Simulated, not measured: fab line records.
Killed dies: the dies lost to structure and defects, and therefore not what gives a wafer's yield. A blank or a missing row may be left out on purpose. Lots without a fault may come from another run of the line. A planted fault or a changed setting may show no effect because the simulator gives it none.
A struck lot beside a sound one -- flow n5 finfet -- 39 out of 1938 route steps
Sound: wafers L925.1, L925.3, L925.6. Wafers L922.1, L922.2, L922.6 were the ones struck. Last of all comes the cause.
At each step with rows: each side's tool, then ch and its chambers, then its first start. Under that, the readings that differ: sound wafers -- struck wafers -- difference of the means -- sigmas: that difference in standard deviations of wafers without a fault.
alike: a reading whose means differ by less than 2 such deviations, as well as words and numbers matching on both sides. not compared: withheld readings; readings where some wafer has no value; bounds like >300 that might hide an equal value; numbers whose values overlap and for which the record gives no deviation.
A row with sigmas, a row that says differs or no value, or rows on one side alone: a step with any of these is where the two part. Non-overlapping numbers with no deviation appear without sigmas and do not part them. A reading that every wafer of one side lacks parts them only if that side has two wafers or more.

first, 9 steps without rows for these wafers: N5_BEOL_M13_SOFTBAKE_23 (time 60 s); N5_BEOL_M13_EXPOSE_25 (exposes mask M13, target cd 210 nm); N5_BEOL_M13_PEB_26 (peb time 90 s); N5_BEOL_M13_DEVELOP_27 (develop time 45 s); N5_BEOL_M13_HARDBAKE_32 (time 120 s); N5_BEOL_M13_DESCUM_33 (chemistry O2, time 7.9 s); N5_BEOL_M13_ETCH_67 (etches SiARC in CF4, target depth 143 nm, time 238.3 s); N5_BEOL_M13_ETCH_68 (etches SOC in N2/H2, time 355 s); N5_BEOL_M13_STRIP_69 (strips in N2/H2).
N5_BEOL_M13_TRENCH_ETCH_34: etches SiOC in C4F8/O2/Ar, target depth 413.47 nm, time 162.6 s.
  sound on rie diel-05 ch 0,2,3, day 17 01:38; struck on rie diel-03 ch 0,2, day 16 10:21
reading,sound,struck,difference,sigmas
model.etch.depth nm (nm),422.7 402.6 414.5,377.3 379.3 378.1,-35.0,
  alike: drypump motor current A, oes product au, rf vpp V, showerhead plenum p Torr, throttle valve pct
  not compared: rf hours counter h
then, 1 step without rows for these wafers: N5_BEOL_M13_STRIP_70 (strips in C4F8/O2/Ar).
N5_BEOL_M13_OCD_MEAS_35:
  struck on ocd-02, day 16 10:32; sound on ocd-02, day 17 01:49
reading,sound,struck,difference,sigmas
trench depth nm (nm),423 403 414,378 380 378,-35,-5
then, 11 steps without rows for these wafers: N5_BEOL_M13_STRIP_37 (strips in N2/H2); N5_BEOL_M13_ETCH_38 (etches SiCN in CF4/N2, target depth 67.5 nm, time 71.9 s); N5_BEOL_M13_PRECLEAN_39 (cleans in residue remover, time 60 s); N5_BEOL_M13_SRD_40 (time 30 s, dry time 30 s); N5_BEOL_M13_DEGAS_41 (time 60 s); N5_BEOL_M13_PRE_CLEAN_42 (time 30 s); N5_BEOL_M13_SPUTTER_43 (material TaN, target thk 15 nm, time 24.19 s); N5_BEOL_M13_SPUTTER_44 (material Ta, target thk 10 nm, time 16.13 s); N5_BEOL_M13_SPUTTER_45 (material Cu, target thk 80 nm, time 13.33 s); N5_BEOL_M13_ECD_47 (material Cu, target thk 936 nm); N5_BEOL_M13_ANNEAL_48 (time 90 s).
N5_BEOL_M13_CMP_49: polishes, stops on SiOC, t overpolish 17.1 s, target thk 420 nm.
  sound on cmp-01 ch 2,3, day 17 06:32; struck on cmp-04 ch 0,2,3, day 16 12:20
reading,sound,struck,difference,sigmas
model.Cu_of_BEOL_M13_ECD_47.thk nm (nm),431 410.6 421.4,384.4 386.6 383.4,-36.2,
  alike: barrier field endpoint s, edge zone pressure frac, head pressure psi, motor current A, overpolish run s
N5_BEOL_M13_THK_MEAS_50: measures by xrf.
  struck on film metro-02, day 16 12:37; sound on film metro-01, day 17 06:50
reading,sound,struck,difference,sigmas
M13_THK (nm),430 410 424,379 383 381,-40,-5
then, 2 steps without rows for these wafers: N5_BEOL_M13_PRE_CLEAN_52 (time 15 s); N5_BEOL_M13_DEP_53 (deposits SiCN from 3MS/NH3, target thk 50 nm, time 17.8 s).
N5_BEOL_M13_RS_MEAS_54: measures by four-point-probe.
  struck on film metro-02, day 16 12:45; sound on film metro-01, day 17 07:00
reading,sound,struck,difference,sigmas
M13_RS (ohm/sq),0.0437 0.0460 0.0448,0.0493 0.0489 0.0495,+0.0044,+5
then, 9 steps without rows for these wafers: N5_BEOL_M14_ILD_DEP_00 (deposits SiO2 from TEOS/O2, target thk 1119.3 nm, time 237.4 s); N5_BEOL_M14_COAT_58 (time 60 s, resist thk 89 nm); N5_BEOL_M14_COAT_04 (resist thk 800 nm); N5_BEOL_M14_EBR_06; N5_BEOL_M14_SOFTBAKE_05 (time 60 s); N5_BEOL_M14_EXPOSE_07 (exposes mask V13); N5_BEOL_M14_PEB_08 (peb time 90 s); N5_BEOL_M14_DEVELOP_09 (develop time 45 s); N5_BEOL_M14_HARDBAKE_14 (time 120 s).
N5_BEOL_M15_RC_MEAS_101:
  sound on prober-01 ch 0, day 17 16:34; struck on prober-02 ch 0, day 17 08:17
reading,sound,struck,difference,sigmas
SERP_M13 (ohm/um),0.293 0.318 0.311,0.336 0.330 0.337,+0.027,+4
SERP_M13_max_site (ohm/um),0.294 0.322 0.314,0.339 0.333 0.339,+0.027,+3
  alike: COMB_M10, COMB_M11, COMB_M12, COMB_M13, COMB_M14, COMB_M15, COMB_M5, COMB_M6, COMB_M7, COMB_M8, COMB_M9, SERP_M10, SERP_M11, SERP_M12, SERP_M14, SERP_M5, SERP_M6, SERP_M7, SERP_M8, SERP_M9
N5_PASSIVATION_PROBE_49:
  struck on prober-02, day 18 00:51; sound on prober-01, day 18 07:56
  alike: defect limited yield, killed_at_M0_to_M3, killed_at_M4_up, killed at contacts, killed at front end, killed at other, killed dies, killed on rim, killed open, killed short, sort_bin_5_function, sort_bin_6_memory, sort n pass, sort yield pct

== WHERE THEY PART ==
Earliest at N5_BEOL_M13_OCD_MEAS_35; latest, in this record, at N5_BEOL_M15_RC_MEAS_101. Later steps at which nothing parts them and some readings are alike: N5_PASSIVATION_PROBE_49.

WHY: what the simulator had put in
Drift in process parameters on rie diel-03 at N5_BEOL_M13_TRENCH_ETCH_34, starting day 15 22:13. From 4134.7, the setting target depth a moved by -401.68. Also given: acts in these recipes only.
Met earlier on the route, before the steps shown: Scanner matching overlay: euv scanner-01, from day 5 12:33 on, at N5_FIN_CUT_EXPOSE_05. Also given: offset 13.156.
